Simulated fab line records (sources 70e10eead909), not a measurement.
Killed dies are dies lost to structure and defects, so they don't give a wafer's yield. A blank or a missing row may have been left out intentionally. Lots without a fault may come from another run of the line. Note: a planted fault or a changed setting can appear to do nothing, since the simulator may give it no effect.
Struck lot and sound lot, side by side :: flow nand harc :: 17 out of 1302 route steps
Sound: these wafers, L990.1, L990.5, L990.6. Struck: wafer L982.3 (L982.4, L982.5, from the same lot, were not struck and are left out); the cause is given at the end.
For every step that has rows: the tool of each side, followed by ch and its chambers, followed by its first start. Under that, the readings that differ: sound wafers :: struck wafers :: difference of the means :: sigmas: that difference in standard deviations of wafers without a fault.
alike: a reading whose means differ by less than 2 such deviations, as well as words and numbers matching on both sides. not compared: withheld readings; readings where some wafer has no value; bounds like >300 that might hide an equal value; numbers whose values overlap and for which the record gives no deviation.
A row with sigmas, a row that says differs or no value, or rows on one side alone: a step with any of these is where the two part. When numbers do not overlap yet have no deviation, they are printed without sigmas and do not part them. Lack of a reading on every wafer of one side parts them only where that side has two or more wafers.

first, 5 steps without rows for these wafers: NHARC_P_STI_SOFTBAKE_04 (time 70 s); NHARC_P_STI_EBR_05; NHARC_P_STI_EXPOSE_06 (exposes mask P STI, target cd 200 nm); NHARC_P_STI_PEB_07 (peb time 80 s); NHARC_P_STI_DEVELOP_08 (time 50 s).
NHARC_P_STI_CD_MEAS_09: target cd 200 nm.
  sound on cd sem-01 ch 0, day 9 22:12; struck on cd sem-01 ch 0, day 6 15:58
reading: cd nm (nm)
sound: 203.6 201.0 202.7
struck: 198.1
difference: -4.3
sigmas: -3
NHARC_P_STI_OVL_MEAS_10:
  struck on overlay-01, day 6 16:03; sound on overlay-01, day 9 22:17
reading: overlay y nm (nm)
sound: -8 -8 -8
struck: 11
difference: +19
sigmas: +4
  alike: overlay x nm
NHARC_P_STI_INSPECT_11:
  struck on defect inspect-02, day 6 16:05; sound on defect inspect-01, day 9 22:20
reading: raw defect count
sound: 2 6 3
struck: 10
difference: +6
sigmas: +2
then, 1 step without rows for these wafers: NHARC_P_STI_HARDBAKE_13 (time 65 s).
NHARC_P_STI_DESCUM_14: chemistry O2, time 3 s.
  sound on rie diel-10 ch 0,1,2, day 9 22:29; struck on rie diel-10 ch 0, day 6 16:13
  alike: drypump motor current A, oes product au, rf vpp V, showerhead plenum p Torr, throttle valve pct
  not compared: rf hours counter h
NHARC_P_STI_ETCH_42: etches the open film in N2/H2, target depth 80 nm, overetch 24 nm, time 61 s.
  sound on rie diel-10 ch 0,1,2, day 9 22:34; struck on rie diel-10 ch 0, day 6 16:19
reading: bias w (W)
sound: 149.5 150.8 149.6
struck: 149.1
difference: -0.9
sigmas: -2

reading: throttle valve pct (%)
sound: 14.182 14.178 14.186
struck: 14.158
difference: -0.024
sigmas: -3
  alike: drypump motor current A, oes product au, rf vpp V, showerhead plenum p Torr
  not compared: rf hours counter h
NHARC_P_STI_ETCH_31: etches the open film in CF4/CHF3, target depth 108.9 nm, time 54.5 s.
  sound on rie diel-10 ch 2,3; struck on rie diel-10 ch 0
  alike: bias w, drypump motor current A, oes product au, rf vpp V, showerhead plenum p Torr, throttle valve pct
  not compared: rf hours counter h
NHARC_P_STI_ETCH_15: etches the open film in HBr/Cl2, target depth 300 nm, time 100.1 s.
  sound on rie si-04 ch 1,2, day 9 22:45; struck on rie si-04 ch 0, day 6 16:31
reading: oes product au (a.u.)
sound: 0.995 0.999 1.003
struck: 0.953
difference: -0.046
sigmas: -6

reading: model.P_STI.feature depth nm (nm)
sound: 297.4 298.3 298
struck: 277
difference: -21
sigmas: 
  alike: bias w, drypump motor current A, throttle valve pct
  not compared: rf hours counter h
NHARC_P_STI_CD_MEAS_16:
  struck on cd sem-03, day 6 16:40; sound on cd sem-01, day 9 22:54
reading: cd nm (nm)
sound: 202.7 200.4 202.5
struck: 197.9
difference: -4.0
sigmas: -2
NHARC_P_STI_OCD_MEAS_17:
  struck on ocd-01, day 6 16:45; sound on ocd-01, day 9 22:59
reading: trench depth nm (nm)
sound: 297.3 298.6 298.6
struck: 276.8
difference: -21.4
sigmas: -7
  alike: trench foot cd nm
then, 2 steps without rows for these wafers: NHARC_P_STI_STRIP_19 (strips in SPM, time 900 s); NHARC_END_SORT_01.

WHERE THEY PART
At NHARC_P_STI_CD_MEAS_09 first; at NHARC_P_STI_OCD_MEAS_17 last (within this record only).

WHY: what had been put in by the simulator
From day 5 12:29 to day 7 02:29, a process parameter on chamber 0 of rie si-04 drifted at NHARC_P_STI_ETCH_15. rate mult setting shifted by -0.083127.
